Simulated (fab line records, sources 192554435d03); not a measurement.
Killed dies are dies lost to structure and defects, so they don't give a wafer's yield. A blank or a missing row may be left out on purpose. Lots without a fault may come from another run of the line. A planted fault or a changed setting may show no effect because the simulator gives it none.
Which tool did it? | flow n5_finfet | 22 lots, 66 wafers sampled, at 2 steps of a route of 1938

WHAT THE GAUGES READ, wafer by wafer
N5_MOL_CONTACT_COAG_THK_MEAS_53.
lot  | measured     | on            | VIA_MOL_THK (nm)
L074 | day 5 05:18  | film_metro-01 | 42.9 44.3 43.4
L075 | day 5 16:14  | film_metro-02 | 42.9 43.2 44.5
L078 | day 6 08:28  | film_metro-01 | 42.6 43.8 44.8
L079 | day 6 12:28  | film_metro-02 | 42.6 43.8 43.8
L080 | day 6 17:55  | film_metro-02 | 42.9 43.2 44.7
L081 | day 6 23:34  | film_metro-02 | 43.8 44.4 44.5
L082 | day 7 02:50  | film_metro-02 | 43.2 44.1 44.3
L083 | day 7 08:35  | film_metro-02 | 44.3 44.3 44.3
L084 | day 7 16:34  | film_metro-02 | 43.5 44.7 44.5
L085 | day 7 23:14  | film_metro-02 | 43.9 43.5 43.7
L086 | day 8 05:49  | film_metro-02 | 44.3 45.1 45.0
L087 | day 8 13:59  | film_metro-02 | 42.2 44.3 43.7
L088 | day 9 00:05  | film_metro-02 | 42.7 44.2 44.0
L089 | day 9 02:27  | film_metro-02 | 43.5 43.1 43.5
L090 | day 9 06:49  | film_metro-02 | 42.8 44.6 43.9
L091 | day 9 14:33  | film_metro-02 | 44.1 43.9 44.5
L092 | day 9 19:49  | film_metro-02 | 43.2 44.0 43.9
L093 | day 9 20:58  | film_metro-02 | 44.3 45.2 44.3
L094 | day 10 04:15 | film_metro-01 | 43.8 43.7 44.6
L095 | day 10 13:12 | film_metro-01 | 45.0 44.8 44.5
L096 | day 10 16:36 | film_metro-01 | 43.8 42.7 44.1
L097 | day 11 01:05 | film_metro-02 | 43.1 42.4 44.1

N5_BEOL_M0_SAQP_THK_MEAS_05.
lot  | measured     | on            | thk_nm (nm)
L074 | day 5 11:26  | film_metro-02 | 59.5 59.8 60.9
L075 | day 5 20:43  | film_metro-02 | 60.0 60.6 60.9
L078 | day 6 12:43  | film_metro-02 | 59.0 60.4 59.9
L079 | day 6 16:41  | film_metro-02 | 60.5 61.3 60.7
L080 | day 6 23:37  | film_metro-02 | 61.4 60.1 61.2
L081 | day 7 05:31  | film_metro-02 | 60.5 60.8 60.5
L082 | day 7 08:32  | film_metro-02 | 58.9 59.5 60.9
L083 | day 7 12:44  | film_metro-02 | 60.3 61.0 61.1
L084 | day 7 20:47  | film_metro-02 | 60.2 60.7 61.1
L085 | day 8 05:52  | film_metro-02 | 59.3 58.5 59.7
L086 | day 8 13:31  | film_metro-02 | 59.7 60.8 59.6
L087 | day 8 18:24  | film_metro-02 | 60.0 60.2 60.5
L088 | day 9 04:10  | film_metro-02 | 60.0 61.3 61.2
L089 | day 9 07:17  | film_metro-02 | 60.5 60.4 61.9
L090 | day 9 12:13  | film_metro-02 | 58.4 59.4 60.1
L091 | day 9 20:17  | film_metro-02 | 59.9 59.4 60.7
L092 | day 10 01:02 | film_metro-02 | 59.7 60.6 61.5
L093 | day 10 03:14 | film_metro-02 | 60.8 60.4 61.1
L094 | day 10 09:33 | film_metro-02 | 60.6 60.0 61.3
L095 | day 10 18:49 | film_metro-01 | 60.8 61.6 61.3
L096 | day 10 22:20 | film_metro-01 | 59.7 59.6 61.5
L097 | day 11 05:41 | film_metro-02 | 59.5 59.3 60.7

WHICH TOOL RAN EACH LOT (tool, then ch and the chambers of the sampled wafers, then the start)
The record holds no process step before these readings.

WHAT THE TOOLS THEMSELVES READ (means of the sampled wafers that have a number; where no wafer has one, the mark that the record gives instead)
The record holds no such reading with a usual standard deviation.

THE ANSWER, worked out from the rows above alone
Rule: what is usual is taken from the lots themselves. Put in order of their means at a reading, lots are off if they are a third of the lots or fewer, leave a main group of 4 or more, and stand apart from it by a gap of 3 or more times the standard deviation of the main group's means; of several such gaps the widest counts. A main group whose means are all the same, to the digits that the tables above print for the reading, isn't used. A lot without any number at a reading at which 4 lots or more have one is off too. The other lots that the step has rows for count as sound. The gauges are gone through in route order, then the tools' own readings, and for those a lot's mean is taken as printed above. The first step at which some lot is off is used, and at that step the reading that is off furthest; a lot without a number counts as furthest.
No lot is off at any reading shown: from this, nothing can be told.

WHAT THE SIMULATOR HAD PUT IN
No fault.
